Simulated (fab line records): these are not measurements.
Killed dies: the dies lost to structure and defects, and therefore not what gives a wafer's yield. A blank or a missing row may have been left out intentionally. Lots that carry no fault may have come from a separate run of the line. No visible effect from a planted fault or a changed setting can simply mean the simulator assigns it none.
What tool caused it?    flow nand-harc    12 lots with 36 wafers sampled at 3 steps, on a route of 1159 steps

== WHAT EACH GAUGE READ, for each wafer ==
NHARC_A_M1_INSPECT_27.
lot   measured      on                 raw-defect-count
L747  day 17 18:06  defect-inspect-01  724 537 376
L750  day 18 07:54  defect-inspect-01  630 522 526
L748  day 18 08:13  defect-inspect-01  464 366 370
L749  day 18 08:50  defect-inspect-02  377 510 480
L752  day 18 13:23  defect-inspect-02  531 635 451
L751  day 19 12:19  defect-inspect-01  294 474 280
L761  day 20 16:33  defect-inspect-02  299 379 324
L759  day 21 02:09  defect-inspect-01  541 655 381
L762  day 21 15:45  defect-inspect-02  333 285 343
L763  day 21 16:53  defect-inspect-01  424 517 596
L767  day 22 08:11  defect-inspect-01  514 549 455
L769  day 23 20:32  defect-inspect-02  675 473 485

== WHAT TOOL EACH LOT RAN ON (gives the tool, then ch and the chambers of the sampled wafers, and finally the start) ==
lot   NHARC_A_M1_PRE_CLEAN_30                  NHARC_A_M1_PVD_20
L747  pvd-sputter-03, day 17 18:06 or earlier  pvd-sputter-03, day 17 18:06 or earlier
L750  pvd-sputter-02, day 18 07:54 or earlier  pvd-sputter-02, day 18 07:54 or earlier
L748  pvd-sputter-03, day 18 08:13 or earlier  pvd-sputter-03, day 18 08:13 or earlier
L749  pvd-sputter-02, day 18 08:50 or earlier  pvd-sputter-02, day 18 08:50 or earlier
L752  pvd-sputter-01, day 18 13:23 or earlier  pvd-sputter-01, day 18 13:23 or earlier
L751  pvd-sputter-03, day 19 12:19 or earlier  pvd-sputter-03, day 19 12:19 or earlier
L761  pvd-sputter-01, day 20 16:33 or earlier  pvd-sputter-01, day 20 16:33 or earlier
L759  pvd-sputter-01, day 21 02:09 or earlier  pvd-sputter-01, day 21 02:09 or earlier
L762  pvd-sputter-01, day 21 15:45 or earlier  pvd-sputter-01, day 21 15:45 or earlier
L763  pvd-sputter-01, day 21 16:53 or earlier  pvd-sputter-01, day 21 16:53 or earlier
L767  pvd-sputter-02, day 22 08:11 or earlier  pvd-sputter-02, day 22 08:11 or earlier
L769  pvd-sputter-03, day 23 20:32 or earlier  pvd-sputter-03, day 23 20:32 or earlier
- NHARC_A_M1_PRE_CLEAN_30: time 30 s.
- NHARC_A_M1_PVD_20: deposits TaN, target thk 5 nm, time 8.06 s.

== AS READ BY THE TOOLS THEMSELVES (means over the sampled wafers that have a number; for cases with no such wafer, the mark the record gives instead) ==
NHARC_A_M1_PRE_CLEAN_30.
lot   tool            heater-power-w (W)
L747  pvd-sputter-03  403
L750  pvd-sputter-02  383
L748  pvd-sputter-03  431
L749  pvd-sputter-02  408
L752  pvd-sputter-01  460
L751  pvd-sputter-03  406
L761  pvd-sputter-01  332
L759  pvd-sputter-01  391
L762  pvd-sputter-01  397
L763  pvd-sputter-01  339
L767  pvd-sputter-02  384
L769  pvd-sputter-03  376

NHARC_A_M1_PVD_20.
lot   tool            throttle-valve-pct (%)
L747  pvd-sputter-03  27.8
L750  pvd-sputter-02  29.6
L748  pvd-sputter-03  29.4
L749  pvd-sputter-02  30.1
L752  pvd-sputter-01  30.8
L751  pvd-sputter-03  29.0
L761  pvd-sputter-01  31.0
L759  pvd-sputter-01  30.5
L762  pvd-sputter-01  30.8
L763  pvd-sputter-01  30.7
L767  pvd-sputter-02  30.2
L769  pvd-sputter-03  30.1

== THE ANSWER, worked out from the rows above alone ==
Rule: the usual values come from the lots themselves. The widest of any qualifying gaps counts: lots, ordered by their means at a reading, are off when they make up no more than a third of the lots, leave a main group of 4 or more, and stand apart from it by 3 or more times the standard deviation of that group's means. A main group whose means are all the same, to the digits that the tables above print for the reading, isn't used. Also off: a lot with no number at a reading for which 4 or more lots have one. All remaining lots with rows at the step are treated as sound. Order of review: gauges by route order, followed by the tools' own readings, for which a lot's mean as printed above is used. At the first step where some lot is off, the reading lying furthest off is the one used; lots without a number count as furthest.
Across all readings shown, no lot is off: no conclusion can be drawn from this.

== WHAT THE SIMULATOR PUT IN ==
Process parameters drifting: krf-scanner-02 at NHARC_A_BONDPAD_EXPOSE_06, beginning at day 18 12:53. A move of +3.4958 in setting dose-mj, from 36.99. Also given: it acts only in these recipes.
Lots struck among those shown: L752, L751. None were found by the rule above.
